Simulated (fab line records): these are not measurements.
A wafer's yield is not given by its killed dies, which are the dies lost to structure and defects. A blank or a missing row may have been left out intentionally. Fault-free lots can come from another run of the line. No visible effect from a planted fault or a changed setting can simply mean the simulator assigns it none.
fab line records :: flow nand-harc
[record]
  lots = 10
  wafers = 28
  last-day = 24
route steps=1159 shown P_M2@345 P_BONDPAD@372
lots with no fault: from the same line, run without faults
start-h: the number of hours between the record's first day and the start of the first shown wafer of the lot :: wait-h: time in hours since the lot's previous step :: " the same as in the row above :: L1.1+2: one row covering several wafers at once :: - value missing, or start not given :: * or withheld: withheld :: < > ~ a bound
route shown NAME@n: a module of which the file shows steps, and the number in the route of the first :: usual: average and standard deviation across the fault-free wafers :: same: alike in all rows :: chamber/n: place in a boat :: sites: each site's reading :: _std_site: the values' standard deviation :: _edge_site: mean of outer sites minus mean of inner sites :: radius-mm: for every site, how far away it sits from the centre of the wafer :: mask NAME#n: copy n :: behind: tool/chamber where the wafer was last shaped :: hold: why the lot went on hold/how many hours it stayed there/how the hold came to an end :: device: the transistor (n, p or np) that didn't switch :: end of line: the tests these same wafers got at the end of their route :: step lacking rows: just its recipe :: killed: count of dies lost to structure and defects at first sort (not the wafer's yield) :: map: per-die view of a wafer (x killed, . not killed, _ where there is no die)
set.NAME: the setting as run; set.NAME@STEP: as run at that earlier step :: model.NAME: the simulator's own value behind a step, which no gauge read
one table for each step of the route and one row for each wafer, over a sample of lots
services: from which hour (start-h, from the record's first day; less than 0 if before it) a tool's chamber was out of use, for how many hours, and why
[[steps]]
[step NHARC_P_M2_THK_MEAS_24]
[recipe]
  thk-meas-gauge = xrf
[usual]
  thk-nm = 144.3/1.7
lot.wafer: L460.1
tool: film-metro-02
chamber: -
start-h: 122.11
wait-h: -
thk-nm: 144.6

lot.wafer: L460.3
tool: film-metro-02
chamber: -
start-h: 122.11
wait-h: -
thk-nm: 144.2

lot.wafer: L460.5
tool: film-metro-02
chamber: -
start-h: 122.11
wait-h: -
thk-nm: 146.9

lot.wafer: L461.1
tool: film-metro-02
chamber: -
start-h: 135.73
wait-h: -
thk-nm: 144.8

lot.wafer: L461.4
tool: film-metro-02
chamber: -
start-h: 135.73
wait-h: -
thk-nm: 143.0

lot.wafer: L461.6
tool: film-metro-02
chamber: -
start-h: 135.73
wait-h: -
thk-nm: 143.5

lot.wafer: L462.2
tool: film-metro-01
chamber: -
start-h: 136.32
wait-h: -
thk-nm: 142.1

lot.wafer: L462.5
tool: film-metro-01
chamber: -
start-h: 136.32
wait-h: -
thk-nm: 144.5

lot.wafer: L462.6
tool: film-metro-01
chamber: -
start-h: 136.32
wait-h: -
thk-nm: 142.1

lot.wafer: L465.2
tool: film-metro-01
chamber: -
start-h: 147.99
wait-h: -
thk-nm: 144.6

lot.wafer: L465.3
tool: film-metro-01
chamber: -
start-h: 147.99
wait-h: -
thk-nm: 144.1

lot.wafer: L465.6
tool: film-metro-01
chamber: -
start-h: 147.99
wait-h: -
thk-nm: 146.3

lot.wafer: L467.1
tool: film-metro-01
chamber: -
start-h: 166.60
wait-h: -
thk-nm: 141.7

lot.wafer: L477.1
tool: film-metro-01
chamber: -
start-h: 228.45
wait-h: -
thk-nm: 145.9

lot.wafer: L477.3
tool: film-metro-01
chamber: -
start-h: 228.45
wait-h: -
thk-nm: 145.1

lot.wafer: L477.4
tool: film-metro-01
chamber: -
start-h: 228.45
wait-h: -
thk-nm: 144.2

lot.wafer: L481.2
tool: film-metro-01
chamber: -
start-h: 255.27
wait-h: -
thk-nm: 143.4

lot.wafer: L481.3
tool: film-metro-01
chamber: -
start-h: 255.27
wait-h: -
thk-nm: 143.0

lot.wafer: L481.5
tool: film-metro-01
chamber: -
start-h: 255.27
wait-h: -
thk-nm: 142.7

lot.wafer: L480.1
tool: film-metro-02
chamber: -
start-h: 256.35
wait-h: -
thk-nm: 144.3

lot.wafer: L480.4
tool: film-metro-02
chamber: -
start-h: 256.35
wait-h: -
thk-nm: 145.2

lot.wafer: L480.5
tool: film-metro-02
chamber: -
start-h: 256.35
wait-h: -
thk-nm: 145.6

lot.wafer: L483.2
tool: film-metro-02
chamber: -
start-h: 258.41
wait-h: -
thk-nm: 143.1

lot.wafer: L483.3
tool: film-metro-02
chamber: -
start-h: 258.41
wait-h: -
thk-nm: 143.1

lot.wafer: L483.6
tool: film-metro-02
chamber: -
start-h: 258.41
wait-h: -
thk-nm: 142.0

lot.wafer: L482.1
tool: film-metro-01
chamber: -
start-h: 259.04
wait-h: -
thk-nm: 145.1

lot.wafer: L482.3
tool: film-metro-01
chamber: -
start-h: 259.04
wait-h: -
thk-nm: 143.2

lot.wafer: L482.4
tool: film-metro-01
chamber: -
start-h: 259.04
wait-h: -
thk-nm: 146.8
[step NHARC_P_BONDPAD_ETCH_24]
[recipe]
  target-depth-a = 300
  over-etch-frac = 0.3
  time-s = 72.99
  ion-energy-ev = 150
  cf4-flow-sccm = 50
  n2-flow-sccm = 100
  ar-flow-sccm = 150
  rf-w = 300
  bias-w = 100
  chemistry = CF4/N2
[usual]
  drypump-motor-current-A = 5.8/0.4
  oes-product-au = 0.996/0.014
  rf-vpp-V = 314.4/2.4
  run-length-s = 94.6/0.39
  showerhead-plenum-p-Torr = 2.65/0.13
  throttle-valve-pct = 19.794/0.0089
lot.wafer: L460.1
tool: rie-diel-02
chamber: 2
start-h: 124.98
wait-h: 0.1
drypump-motor-current-A: 5.9
oes-product-au: 0.996
rf-hours-counter-h: 16
rf-vpp-V: 313.8
run-length-s: 95.0
showerhead-plenum-p-Torr: 2.50
throttle-valve-pct: 19.795

lot.wafer: L460.3
tool: rie-diel-02
chamber: 3
start-h: 124.98
wait-h: 0.1
drypump-motor-current-A: 6.1
oes-product-au: 1.035
rf-hours-counter-h: 14
rf-vpp-V: 316.6
run-length-s: 94.2
showerhead-plenum-p-Torr: 2.75
throttle-valve-pct: 19.808

lot.wafer: L460.5
tool: rie-diel-02
chamber: 0
start-h: 124.98
wait-h: 0.1
drypump-motor-current-A: 5.3
oes-product-au: 0.977
rf-hours-counter-h: -
rf-vpp-V: 316.9
run-length-s: 94.9
showerhead-plenum-p-Torr: 2.72
throttle-valve-pct: 19.790

lot.wafer: L461.1
tool: rie-diel-02
chamber: 2
start-h: 138.45
wait-h: -
drypump-motor-current-A: 5.9
oes-product-au: 0.986
rf-hours-counter-h: 17
rf-vpp-V: 313.3
run-length-s: 94.9
showerhead-plenum-p-Torr: 2.50
throttle-valve-pct: 19.801

lot.wafer: L461.4
tool: rie-diel-02
chamber: 3
start-h: 138.45
wait-h: -
drypump-motor-current-A: 6.0
oes-product-au: 1.024
rf-hours-counter-h: 15
rf-vpp-V: 316.1
run-length-s: 94.4
showerhead-plenum-p-Torr: 2.75
throttle-valve-pct: 19.803

lot.wafer: L461.6
tool: rie-diel-02
chamber: 0
start-h: 138.45
wait-h: -
drypump-motor-current-A: 5.2
oes-product-au: 0.973
rf-hours-counter-h: -
rf-vpp-V: 314.6
run-length-s: 94.6
showerhead-plenum-p-Torr: 2.72
throttle-valve-pct: 19.811

lot.wafer: L462.2
tool: rie-diel-02
chamber: 3
start-h: 139.04
wait-h: -
drypump-motor-current-A: 6.0
oes-product-au: 1.025
rf-hours-counter-h: 15
rf-vpp-V: 315.6
run-length-s: 94.1
showerhead-plenum-p-Torr: 2.75
throttle-valve-pct: 19.786

lot.wafer: L462.6
tool: rie-diel-02
chamber: 2
start-h: 139.04
wait-h: -
drypump-motor-current-A: 5.9
oes-product-au: 0.974
rf-hours-counter-h: -
rf-vpp-V: 311.5
run-length-s: 95.5
showerhead-plenum-p-Torr: 2.50
throttle-valve-pct: 19.797

lot.wafer: L462.5
tool: rie-diel-02
chamber: 3
start-h: 139.04
wait-h: -
drypump-motor-current-A: 6.0
oes-product-au: 1.016
rf-hours-counter-h: -
rf-vpp-V: 316.5
run-length-s: 94.1
showerhead-plenum-p-Torr: 2.75
throttle-valve-pct: 19.796

lot.wafer: L465.2
tool: rie-diel-13
chamber: 3
start-h: 150.83
wait-h: -
drypump-motor-current-A: 5.6
oes-product-au: 1.012
rf-hours-counter-h: 12
rf-vpp-V: 317.0
run-length-s: 94.4
showerhead-plenum-p-Torr: 2.78
throttle-valve-pct: 19.801

lot.wafer: L465.3
tool: rie-diel-13
chamber: 2
start-h: 150.83
wait-h: -
drypump-motor-current-A: 6.0
oes-product-au: 1.011
rf-hours-counter-h: 14
rf-vpp-V: 316.2
run-length-s: 95.0
showerhead-plenum-p-Torr: 2.78
throttle-valve-pct: 19.796

lot.wafer: L465.6
tool: rie-diel-13
chamber: 0
start-h: 150.83
wait-h: -
drypump-motor-current-A: 5.6
oes-product-au: 1.004
rf-hours-counter-h: -
rf-vpp-V: 318.2
run-length-s: 94.7
showerhead-plenum-p-Torr: 2.83
throttle-valve-pct: 19.807

lot.wafer: L467.1
tool: rie-diel-02
chamber: 0
start-h: 169.31
wait-h: -
drypump-motor-current-A: 5.3
oes-product-au: 0.967
rf-hours-counter-h: 1
rf-vpp-V: 314.8
run-length-s: 75.7
showerhead-plenum-p-Torr: 2.72
throttle-valve-pct: 19.803

lot.wafer: L477.4
tool: rie-diel-11
chamber: 3
start-h: 231.25
wait-h: -
drypump-motor-current-A: 5.9
oes-product-au: 0.991
rf-hours-counter-h: 15
rf-vpp-V: 313.8
run-length-s: 93.8
showerhead-plenum-p-Torr: 2.62
throttle-valve-pct: 19.808

lot.wafer: L477.3
tool: rie-diel-11
chamber: 0
start-h: 231.25
wait-h: -
drypump-motor-current-A: 5.4
oes-product-au: 1.009
rf-hours-counter-h: 14
rf-vpp-V: 311.4
run-length-s: 94.4
showerhead-plenum-p-Torr: 2.47
throttle-valve-pct: 19.791

lot.wafer: L477.1
tool: rie-diel-11
chamber: 1
start-h: 231.25
wait-h: -
drypump-motor-current-A: 6.3
oes-product-au: 1.017
rf-hours-counter-h: 14
rf-vpp-V: 315.9
run-length-s: 94.6
showerhead-plenum-p-Torr: 2.74
throttle-valve-pct: 19.790

lot.wafer: L481.2
tool: rie-diel-02
chamber: 3
start-h: 258.21
wait-h: -
drypump-motor-current-A: 6.1
oes-product-au: 0.987
rf-hours-counter-h: 10
rf-vpp-V: 314.7
run-length-s: 94.6
showerhead-plenum-p-Torr: 2.74
throttle-valve-pct: 19.787

lot.wafer: L481.3
tool: rie-diel-02
chamber: 0
start-h: 258.21
wait-h: -
drypump-motor-current-A: 5.3
oes-product-au: 0.987
rf-hours-counter-h: 10
rf-vpp-V: 316.4
run-length-s: 95.3
showerhead-plenum-p-Torr: 2.72
throttle-valve-pct: 19.805

lot.wafer: L481.5
tool: rie-diel-02
chamber: 0
start-h: 258.21
wait-h: -
drypump-motor-current-A: 5.3
oes-product-au: 0.995
rf-hours-counter-h: -
rf-vpp-V: 316.6
run-length-s: 95.0
showerhead-plenum-p-Torr: 2.72
throttle-valve-pct: 19.777

lot.wafer: L480.1
tool: rie-diel-02
chamber: 1
start-h: 259.08
wait-h: -
drypump-motor-current-A: 6.5
oes-product-au: 0.999
rf-hours-counter-h: 6
rf-vpp-V: 311.9
run-length-s: 94.3
showerhead-plenum-p-Torr: 2.45
throttle-valve-pct: 19.771

lot.wafer: L480.4
tool: rie-diel-02
chamber: 2
start-h: 259.08
wait-h: -
drypump-motor-current-A: 5.9
oes-product-au: 1.001
rf-hours-counter-h: 10
rf-vpp-V: 311.3
run-length-s: 95.5
showerhead-plenum-p-Torr: 2.49
throttle-valve-pct: 19.809

lot.wafer: L480.5
tool: rie-diel-02
chamber: 0
start-h: 259.08
wait-h: -
drypump-motor-current-A: 5.3
oes-product-au: 0.999
rf-hours-counter-h: -
rf-vpp-V: 315.8
run-length-s: 94.8
showerhead-plenum-p-Torr: 2.72
throttle-valve-pct: 19.782

lot.wafer: L483.2
tool: rie-diel-02
chamber: 2
start-h: 261.05
wait-h: -
drypump-motor-current-A: 5.9
oes-product-au: 0.992
rf-hours-counter-h: 10
rf-vpp-V: 311.0
run-length-s: 95.2
showerhead-plenum-p-Torr: 2.49
throttle-valve-pct: 19.789

lot.wafer: L483.3
tool: rie-diel-02
chamber: 0
start-h: 261.05
wait-h: -
drypump-motor-current-A: 5.3
oes-product-au: 0.989
rf-hours-counter-h: 11
rf-vpp-V: 316.7
run-length-s: 94.9
showerhead-plenum-p-Torr: 2.72
throttle-valve-pct: 19.791

lot.wafer: L483.6
tool: rie-diel-02
chamber: 2
start-h: 261.05
wait-h: -
drypump-motor-current-A: 5.9
oes-product-au: 1.000
rf-hours-counter-h: -
rf-vpp-V: 311.9
run-length-s: 94.9
showerhead-plenum-p-Torr: 2.49
throttle-valve-pct: 19.787

lot.wafer: L482.3
tool: rie-diel-13
chamber: 3
start-h: 261.75
wait-h: -
drypump-motor-current-A: 5.6
oes-product-au: 1.001
rf-hours-counter-h: 54
rf-vpp-V: 317.2
run-length-s: 94.1
showerhead-plenum-p-Torr: 2.76
throttle-valve-pct: 19.797

lot.wafer: L482.1
tool: rie-diel-13
chamber: 0
start-h: 261.75
wait-h: -
drypump-motor-current-A: 5.6
oes-product-au: 0.997
rf-hours-counter-h: 62
rf-vpp-V: 317.9
run-length-s: 94.5
showerhead-plenum-p-Torr: 2.81
throttle-valve-pct: 19.793

lot.wafer: L482.4
tool: rie-diel-13
chamber: 1
start-h: 261.75
wait-h: -
drypump-motor-current-A: 5.6
oes-product-au: 0.982
rf-hours-counter-h: 59
rf-vpp-V: 317.7
run-length-s: 94.7
showerhead-plenum-p-Torr: 2.76
throttle-valve-pct: 19.791
[step NHARC_P_BONDPAD_DEGAS_25]
[recipe]
  temp-c = 300
  time-s = 60
[usual]
  heater-power-w = 454/30
lot.wafer: L460.3
tool: pvd-sputter-01
chamber: -
start-h: 125.40
wait-h: -
heater-power-w: 509

lot.wafer: L460.1
tool: pvd-sputter-01
chamber: -
start-h: 125.40
wait-h: -
heater-power-w: 413

lot.wafer: L460.5
tool: pvd-sputter-01
chamber: -
start-h: 125.40
wait-h: -
heater-power-w: 488

lot.wafer: L461.4
tool: pvd-sputter-03
chamber: -
start-h: 138.89
wait-h: -
heater-power-w: 498

lot.wafer: L461.1
tool: pvd-sputter-03
chamber: -
start-h: 138.89
wait-h: -
heater-power-w: 418

lot.wafer: L461.6
tool: pvd-sputter-03
chamber: -
start-h: 138.89
wait-h: -
heater-power-w: 490

lot.wafer: L462.2
tool: pvd-sputter-02
chamber: -
start-h: 139.44
wait-h: -
heater-power-w: 424

lot.wafer: L462.5
tool: pvd-sputter-02
chamber: -
start-h: 139.44
wait-h: -
heater-power-w: 436

lot.wafer: L462.6
tool: pvd-sputter-02
chamber: -
start-h: 139.44
wait-h: -
heater-power-w: 487

lot.wafer: L465.2
tool: pvd-sputter-03
chamber: -
start-h: 151.23
wait-h: -
heater-power-w: 451

lot.wafer: L465.3
tool: pvd-sputter-03
chamber: -
start-h: 151.23
wait-h: -
heater-power-w: 419

lot.wafer: L465.6
tool: pvd-sputter-03
chamber: -
start-h: 151.23
wait-h: -
heater-power-w: 409

lot.wafer: L467.1
tool: pvd-sputter-03
chamber: -
start-h: 169.72
wait-h: -
heater-power-w: 431

lot.wafer: L477.3
tool: pvd-sputter-03
chamber: -
start-h: 231.65
wait-h: -
heater-power-w: 502

lot.wafer: L477.4
tool: pvd-sputter-03
chamber: -
start-h: 231.65
wait-h: -
heater-power-w: 433

lot.wafer: L477.1
tool: pvd-sputter-03
chamber: -
start-h: 231.65
wait-h: -
heater-power-w: 425

lot.wafer: L481.3
tool: pvd-sputter-01
chamber: -
start-h: 258.63
wait-h: -
heater-power-w: 461

lot.wafer: L481.2
tool: pvd-sputter-01
chamber: -
start-h: 258.63
wait-h: -
heater-power-w: 476

lot.wafer: L481.5
tool: pvd-sputter-01
chamber: -
start-h: 258.63
wait-h: -
heater-power-w: 446

lot.wafer: L480.4
tool: pvd-sputter-02
chamber: -
start-h: 259.49
wait-h: -
heater-power-w: 492

lot.wafer: L480.1
tool: pvd-sputter-02
chamber: -
start-h: 259.49
wait-h: -
heater-power-w: 440

lot.wafer: L480.5
tool: pvd-sputter-02
chamber: -
start-h: 259.49
wait-h: -
heater-power-w: 440

lot.wafer: L483.2
tool: pvd-sputter-02
chamber: -
start-h: 261.46
wait-h: -
heater-power-w: 438

lot.wafer: L483.3
tool: pvd-sputter-02
chamber: -
start-h: 261.46
wait-h: -
heater-power-w: 443

lot.wafer: L483.6
tool: pvd-sputter-02
chamber: -
start-h: 261.46
wait-h: -
heater-power-w: 485

lot.wafer: L482.3
tool: pvd-sputter-03
chamber: -
start-h: 262.14
wait-h: -
heater-power-w: 503

lot.wafer: L482.1
tool: pvd-sputter-03
chamber: -
start-h: 262.14
wait-h: -
heater-power-w: 421

lot.wafer: L482.4
tool: pvd-sputter-03
chamber: -
start-h: 262.14
wait-h: -
heater-power-w: 426
[step NHARC_P_BONDPAD_ANNEAL_28]
[recipe]
  temp-c = 225
  time-s = 90
[usual]
  anneal-temp-c = 225.03/0.16
  wafer_temp_C_max = 226.15/0.26
lot.wafer: L460.1
tool: rtp-anneal-02
chamber: 0
start-h: 126.14
wait-h: -
anneal-temp-c: 224.99
wafer_temp_C_max: 226.09

lot.wafer: L460.3
tool: rtp-anneal-02
chamber: 0
start-h: 126.14
wait-h: -
anneal-temp-c: 224.83
wafer_temp_C_max: 225.66

lot.wafer: L460.5
tool: rtp-anneal-02
chamber: 0
start-h: 126.14
wait-h: -
anneal-temp-c: 224.85
wafer_temp_C_max: 225.83

lot.wafer: L461.1
tool: rtp-anneal-02
chamber: 0
start-h: 139.80
wait-h: 0.3
anneal-temp-c: 225.06
wafer_temp_C_max: 226.76

lot.wafer: L461.4
tool: rtp-anneal-02
chamber: 0
start-h: 139.80
wait-h: 0.3
anneal-temp-c: 224.83
wafer_temp_C_max: 225.83

lot.wafer: L461.6
tool: rtp-anneal-02
chamber: 0
start-h: 139.80
wait-h: 0.3
anneal-temp-c: 225.23
wafer_temp_C_max: 226.21

lot.wafer: L462.2
tool: rtp-anneal-02
chamber: 0
start-h: 140.24
wait-h: -
anneal-temp-c: 225.20
wafer_temp_C_max: 226.21

lot.wafer: L462.5
tool: rtp-anneal-02
chamber: 0
start-h: 140.24
wait-h: -
anneal-temp-c: 225.03
wafer_temp_C_max: 226.12

lot.wafer: L462.6
tool: rtp-anneal-02
chamber: 0
start-h: 140.24
wait-h: -
anneal-temp-c: 225.30
wafer_temp_C_max: 226.13

lot.wafer: L465.2
tool: rtp-anneal-02
chamber: 0
start-h: 152.04
wait-h: -
anneal-temp-c: 224.88
wafer_temp_C_max: 226.29

lot.wafer: L465.3
tool: rtp-anneal-02
chamber: 0
start-h: 152.04
wait-h: -
anneal-temp-c: 224.83
wafer_temp_C_max: 225.59

lot.wafer: L465.6
tool: rtp-anneal-02
chamber: 0
start-h: 152.04
wait-h: -
anneal-temp-c: 225.06
wafer_temp_C_max: 226.04

lot.wafer: L467.1
tool: rtp-anneal-02
chamber: 0
start-h: 170.43
wait-h: -
anneal-temp-c: 224.93
wafer_temp_C_max: 225.79

lot.wafer: L477.1
tool: rtp-anneal-02
chamber: 0
start-h: 232.39
wait-h: -
anneal-temp-c: 225.05
wafer_temp_C_max: 226.26

lot.wafer: L477.3
tool: rtp-anneal-02
chamber: 0
start-h: 232.39
wait-h: -
anneal-temp-c: 225.38
wafer_temp_C_max: 225.96

lot.wafer: L477.4
tool: rtp-anneal-02
chamber: 0
start-h: 232.39
wait-h: -
anneal-temp-c: 225.14
wafer_temp_C_max: 226.33

lot.wafer: L481.2
tool: rtp-anneal-02
chamber: 0
start-h: 259.44
wait-h: 0.3
anneal-temp-c: 225.28
wafer_temp_C_max: 226.17

lot.wafer: L481.3
tool: rtp-anneal-02
chamber: 0
start-h: 259.44
wait-h: 0.3
anneal-temp-c: 225.37
wafer_temp_C_max: 226.08

lot.wafer: L481.5
tool: rtp-anneal-02
chamber: 0
start-h: 259.44
wait-h: 0.3
anneal-temp-c: 225.35
wafer_temp_C_max: 226.49

lot.wafer: L480.1
tool: rtp-anneal-01
chamber: 0
start-h: 260.22
wait-h: -
anneal-temp-c: 224.99
wafer_temp_C_max: 226.40

lot.wafer: L480.4
tool: rtp-anneal-01
chamber: 0
start-h: 260.22
wait-h: -
anneal-temp-c: 225.11
wafer_temp_C_max: 226.75

lot.wafer: L480.5
tool: rtp-anneal-01
chamber: 0
start-h: 260.22
wait-h: -
anneal-temp-c: 225.22
wafer_temp_C_max: 226.26

lot.wafer: L483.2
tool: rtp-anneal-01
chamber: 0
start-h: 262.24
wait-h: -
anneal-temp-c: 224.97
wafer_temp_C_max: 226.76

lot.wafer: L483.3
tool: rtp-anneal-01
chamber: 0
start-h: 262.24
wait-h: -
anneal-temp-c: 224.86
wafer_temp_C_max: 226.04

lot.wafer: L483.6
tool: rtp-anneal-01
chamber: 0
start-h: 262.24
wait-h: -
anneal-temp-c: 225.03
wafer_temp_C_max: 226.63

lot.wafer: L482.1
tool: rtp-anneal-01
chamber: 0
start-h: 262.97
wait-h: 0.4
anneal-temp-c: 225.28
wafer_temp_C_max: 226.03

lot.wafer: L482.3
tool: rtp-anneal-01
chamber: 0
start-h: 262.97
wait-h: 0.4
anneal-temp-c: 225.11
wafer_temp_C_max: 226.53

lot.wafer: L482.4
tool: rtp-anneal-01
chamber: 0
start-h: 262.97
wait-h: 0.4
anneal-temp-c: 224.98
wafer_temp_C_max: 226.53
[[services]]
tool: pvd-sputter-03
chamber: -
start-h: 102.00
hours: 10.0
kind: pm

tool: rie-diel-02
chamber: 3
start-h: 105.27
hours: 8.2
kind: repair

tool: rie-diel-02
chamber: 0
start-h: 105.34
hours: -
kind: clean

tool: rie-diel-02
chamber: 1
start-h: 105.34
hours: -
kind: clean

tool: rie-diel-02
chamber: 2
start-h: 105.34
hours: -
kind: clean

tool: rie-diel-11
chamber: 0
start-h: 109.61
hours: 2.4
kind: repair

tool: rie-diel-02
chamber: 0
start-h: 129.84
hours: -
kind: clean

tool: rie-diel-02
chamber: 1
start-h: 129.84
hours: -
kind: clean

tool: rie-diel-02
chamber: 2
start-h: 129.84
hours: -
kind: clean

tool: rie-diel-02
chamber: 3
start-h: 129.84
hours: -
kind: clean

tool: rie-diel-02
chamber: 0
start-h: 150.75
hours: 9.0
kind: vent-cycle

tool: rie-diel-02
chamber: 2
start-h: 150.75
hours: 9.0
kind: vent-cycle

tool: rie-diel-02
chamber: 3
start-h: 150.75
hours: 9.0
kind: vent-cycle

tool: rie-diel-11
chamber: 0
start-h: 157.59
hours: 5.7
kind: repair

tool: pvd-sputter-01
chamber: -
start-h: 158.00
hours: 10.0
kind: pm

tool: rie-diel-02
chamber: 0
start-h: 159.75
hours: -
kind: clean

tool: rie-diel-02
chamber: 1
start-h: 159.75
hours: -
kind: clean

tool: pvd-sputter-02
chamber: -
start-h: 161.85
hours: 10.6
kind: repair

tool: rie-diel-02
chamber: 1
start-h: 179.52
hours: 36.8
kind: repair

tool: rie-diel-02
chamber: 2
start-h: 187.59
hours: 2.4
kind: repair

tool: rie-diel-11
chamber: -
start-h: 189.68
hours: 9.0
kind: pm

tool: rie-diel-13
chamber: 3
start-h: 208.98
hours: 7.4
kind: repair

tool: pvd-sputter-02
chamber: -
start-h: 214.03
hours: 10.0
kind: pm

tool: rie-diel-02
chamber: -
start-h: 220.89
hours: 0.9
kind: repair
[[key]]
[first-sign]
  step = NHARC_P_BONDPAD_ETCH_24
  reading = run-length-s
  direction = down
  sigmas = 49
  usual = *
  struck = *
effect none on later readings
met-at NHARC_P_BONDPAD_ETCH_24
struck-lots L467
struck-wafers L467.1
rows-end L467.1
not-acting-at NHARC_P_M2_THK_MEAS_24,NHARC_P_BONDPAD_DEGAS_25,NHARC_P_BONDPAD_ANNEAL_28
onset-between 138.45 169.31
[fault]
  kind = process-parameter-drift
  tool = rie-diel-02
  chamber = 0
  onset-h = 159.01
  steps = NHARC_P_BONDPAD_ETCH_24
  channel = time-s
  offset = *
  shape = step
  end-h = 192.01
  acts-in = *
  stated = *
// rows-end: these wafers met a further fault down the route, and their rows from its step on are left out
